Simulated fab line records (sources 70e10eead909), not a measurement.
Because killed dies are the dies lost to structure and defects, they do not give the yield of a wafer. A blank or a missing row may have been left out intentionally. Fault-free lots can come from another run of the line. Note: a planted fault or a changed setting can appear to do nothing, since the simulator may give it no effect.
Which tool was responsible? + flow nand harc + Sampling: 12 lots, 36 wafers, 4 of 1302 route steps

WHAT EACH GAUGE READ, for each wafer
NHARC_A_CONTACT_CD_MEAS_80.
| lot  | measured     | on        | cd nm (nm)        |
|------|--------------|-----------|-------------------|
| L076 | day 22 21:43 | cd sem-02 | 289.1 289.1 290.4 |
| L075 | day 23 05:06 | cd sem-01 | 289.9 289.7 289.7 |
| L079 | day 23 13:56 | cd sem-03 | 290.6 289.7 290.3 |
| L082 | day 25 10:26 | cd sem-03 | 289.2 290.4 289.0 |
| L085 | day 26 12:00 | cd sem-02 | 289.2 288.3 289.5 |
| L083 | day 26 17:52 | cd sem-02 | 290.3 290.3 290.7 |
| L087 | day 27 12:28 | cd sem-02 | 290.1 290.1 289.3 |
| L089 | day 27 21:01 | cd sem-03 | 290.4 290.6 290.1 |
| L092 | day 29 03:42 | cd sem-02 | 288.2 289.1 289.6 |
| L093 | day 30 08:46 | cd sem-01 | 290.0 289.9 290.2 |
| L095 | day 30 14:38 | cd sem-01 | 288.3 288.6 288.3 |
| L097 | day 31 14:12 | cd sem-01 | 290.3 289.2 288.9 |

WHICH TOOL RAN EACH LOT (tool, then ch and the chambers of the sampled wafers, then the start)
| lot  | NHARC_A_CONTACT_ETCH_78                       | NHARC_A_CONTACT_ETCH_124             | NHARC_A_CONTACT_ETCH_131             |
|------|-----------------------------------------------|--------------------------------------|--------------------------------------|
| L076 | rie diel-01 ch 0,2,3, day 22 19:06 or earlier | har cap etch-03 ch 0,1, day 22 19:06 | har cap etch-03 ch 0,1, day 22 20:21 |
| L075 | rie diel-12 ch 0,3, day 23 02:29 or earlier   | har cap etch-03 ch 0, day 23 02:29   | har cap etch-03 ch 0, day 23 03:44   |
| L079 | rie diel-01 ch 0,2,3, day 23 11:20 or earlier | har cap etch-02 ch 0,1, day 23 11:20 | har cap etch-02 ch 0,1, day 23 12:36 |
| L082 | rie diel-01 ch 0,1,2, day 25 07:50 or earlier | har cap etch-02 ch 0,1, day 25 07:50 | har cap etch-02 ch 0,1, day 25 09:05 |
| L085 | rie diel-01 ch 0,1,3, day 26 09:26 or earlier | har cap etch-01 ch 0,1, day 26 09:26 | har cap etch-01 ch 0,1, day 26 10:41 |
| L083 | rie diel-12 ch 0,2,3, day 26 15:14 or earlier | har cap etch-02 ch 0,1, day 26 15:14 | har cap etch-02 ch 0,1, day 26 16:30 |
| L087 | rie diel-01 ch 1,3, day 27 09:53 or earlier   | har cap etch-02 ch 0,1, day 27 09:53 | har cap etch-02 ch 0,1, day 27 11:08 |
| L089 | rie diel-12 ch 0,1,3, day 27 18:27 or earlier | har cap etch-01 ch 0,1, day 27 18:27 | har cap etch-01 ch 0,1, day 27 19:43 |
| L092 | rie diel-01 ch 0,2,3, day 29 01:05 or earlier | har cap etch-03 ch 0,1, day 29 01:05 | har cap etch-03 ch 0,1, day 29 02:21 |
| L093 | rie diel-01 ch 0,2, day 30 06:08 or earlier   | har cap etch-03 ch 0,1, day 30 06:08 | har cap etch-03 ch 0,1, day 30 07:24 |
| L095 | rie diel-01 ch 0,1,3, day 30 12:04 or earlier | har cap etch-01 ch 0,1, day 30 12:04 | har cap etch-01 ch 0,1, day 30 13:19 |
| L097 | rie diel-01 ch 0,1,3, day 31 11:38 or earlier | har cap etch-03 ch 0,1, day 31 11:38 | har cap etch-03 ch 0,1, day 31 12:54 |
- NHARC_A_CONTACT_ETCH_78: etches the open film in O2/COS, target depth 5300 nm, time 1378 s.
- NHARC_A_CONTACT_ETCH_124: etches the open film in C4F8/O2/Ar, time 140 s, target depth 700 nm.
- NHARC_A_CONTACT_ETCH_131: etches the open film in C4F8/O2/Ar, time 197 s, target depth 1918 nm.

THE ANSWER, worked out from the rows above alone
Rule: what is usual is taken from the lots themselves. The widest of any qualifying gaps counts: lots, ordered by their means at a reading, are off when they make up no more than a third of the lots, leave a main group of 4 or more, and stand apart from it by 3 or more times the standard deviation of that group's means. The tables above print the reading to a certain number of digits; a main group whose means all agree to those digits is not used. A lot without any number at a reading at which 4 lots or more have one is off too. All remaining lots with rows at the step are treated as sound.
No lot is off on any of the readings shown, so nothing can be concluded from this.

WHAT HAD BEEN PUT IN BY THE SIMULATOR
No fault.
